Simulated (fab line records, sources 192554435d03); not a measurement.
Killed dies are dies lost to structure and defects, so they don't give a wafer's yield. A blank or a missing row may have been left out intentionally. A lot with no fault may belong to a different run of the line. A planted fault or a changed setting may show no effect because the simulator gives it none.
Split-lot experiment ; flow n5-finfet ; 7 lots, 21 wafers read, on a route of 1938 steps

THE SPLIT
At N5_BEOL_M14_PEB_08 (peb time 90 s), the setting peb-time-s was moved away from the recipe's 90 s on 7 of the 21 wafers read, by -22.3% to -16.5%. All remaining wafers had this setting at the recipe value.

FROM THE SPLIT TO THE READING: what the file shows between them, 8 steps
- N5_BEOL_M14_DEVELOP_09: develop time 45 s
- N5_BEOL_M14_HARDBAKE_14: time 120 s
- N5_BEOL_M14_CD_MEAS_10: target cd 250 nm
- N5_BEOL_M14_ETCH_59: etches BARC in N2/H2, target depth 89 nm, overetch 26.7 nm, time 67.9 s (also split here: time-s)
- N5_BEOL_M14_VIA_ETCH_16: etches SiO2 in C4F8/O2/Ar, target depth 1231.3 nm
- N5_BEOL_M14_STRIP_63: strips in O2
- N5_BEOL_M14_STRIP_71: strips in post etch residue remover, time 60 s
- N5_BEOL_M14_SRD_72: time 30 s, dry time 30 s

THE READING
cd-nm (nm) at N5_BEOL_M14_CD_MEAS_17, where the cd target is 250 nm. A value of 250.8 nm with a standard deviation of 2.4 nm is what fault-free wafers of this fab line usually give.

wafer;tool, chamber at the split;peb-time-s as run, s;against the recipe;cd-nm, nm;against lot-mates on the recipe
L075.1;litho-track-04, 0;90;recipe;252.7;-
L075.3;litho-track-04, 0;90;recipe;252.1;-
L075.6;litho-track-04, 0;90;recipe;250.0;-
L077.3;litho-track-04, 0;73.25;-18.6%;241.1;-11.1
L077.4;litho-track-04, 0;73.25;-18.6%;247.4;-4.8
L077.6;litho-track-04, 0;90;recipe;252.2;-
L082.4;litho-track-04, 0;69.96;-22.3%;239.9;-13.1
L082.5;litho-track-04, 0;69.96;-22.3%;242.1;-10.9
L082.6;litho-track-04, 0;90;recipe;253.0;-
L089.2;litho-track-03, 0;90;recipe;254.5;-
L089.4;litho-track-03, 0;90;recipe;254.1;-
L089.6;litho-track-03, 0;90;recipe;251.2;-
L092.2;litho-track-03, 0;90;recipe;252.0;-
L092.3;litho-track-03, 0;90;recipe;247.6;-
L092.4;litho-track-03, 0;72.45;-19.5%;237.4;-12.4
L096.2;litho-track-03, 0;75.14;-16.5%;244.5;-3.5
L096.5;litho-track-03, 0;90;recipe;248.0;-
L096.6;litho-track-03, 0;75.14;-16.5%;239.6;-8.4
L097.2;litho-track-03, 0;90;recipe;248.4;-
L097.3;litho-track-03, 0;90;recipe;251.5;-
L097.6;litho-track-03, 0;90;recipe;244.8;-

THE FIT
A straight line over all 21 wafers: cd-nm changes by +0.474 nm for each +1% of peb-time-s; r = +0.84; the points scatter about the line by 2.9 nm.
The same after taking each lot's own level away (the mean of its wafers on the recipe; 21 wafers): +0.49 nm for each +1%; r = +0.90; scatter 2.3 nm.
On that fit, the largest move of peb-time-s shifts the reading by 11 nm.
Measured against the standard deviation above, the lots' own levels, which go from 248.00 to 253.27 nm, span 2.2 times it.
The two slopes are in agreement: the lot-to-lot level therefore moves the slope only a little.
Check: -10.3 nm against its lot-mates is what the line predicts for one of the wafers moved furthest among these (-22.3%) when that wafer is left out of the fit. It came out at -13.1 nm against them.

OTHER SPLITS ON THESE WAFERS
Other splits were also applied to these wafers ahead of the reading. Each is held against what the fit with the lots' levels taken away leaves over:
other split on the same wafers;wafers away from the commonest value;r with cd-nm (lot level and that fit taken away)
N5_BEOL_M8_ETCH_72 h2-flow-sccm;6;-0.04
N5_BEOL_M9_DESCUM_16 time-s;8;+0.01
N5_BEOL_M10_DEP_56 time-s;8;+0.17
N5_BEOL_M11_ILD_DEP_00 time-s;7;+0.06
N5_BEOL_M11_CURE_72 time-s;5;-0.07
N5_BEOL_M14_ETCH_59 time-s;8;+0.58

THE WHOLE CHAIN: every reading that the file lists as answering this split, in the file's order
step;what it does;reading;change (the file's fit);r (the file's)
N5_BEOL_M14_CD_MEAS_10;target cd 250 nm;cd-nm;+0.429 nm for each +1% of the setting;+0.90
N5_BEOL_M14_CD_MEAS_17;target cd 250 nm;cd-nm;+0.504 nm for each +1% of the setting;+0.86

FILE'S OWN FIT
cd-nm changes by +0.504 nm for each +1% of peb-time-s, r = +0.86.
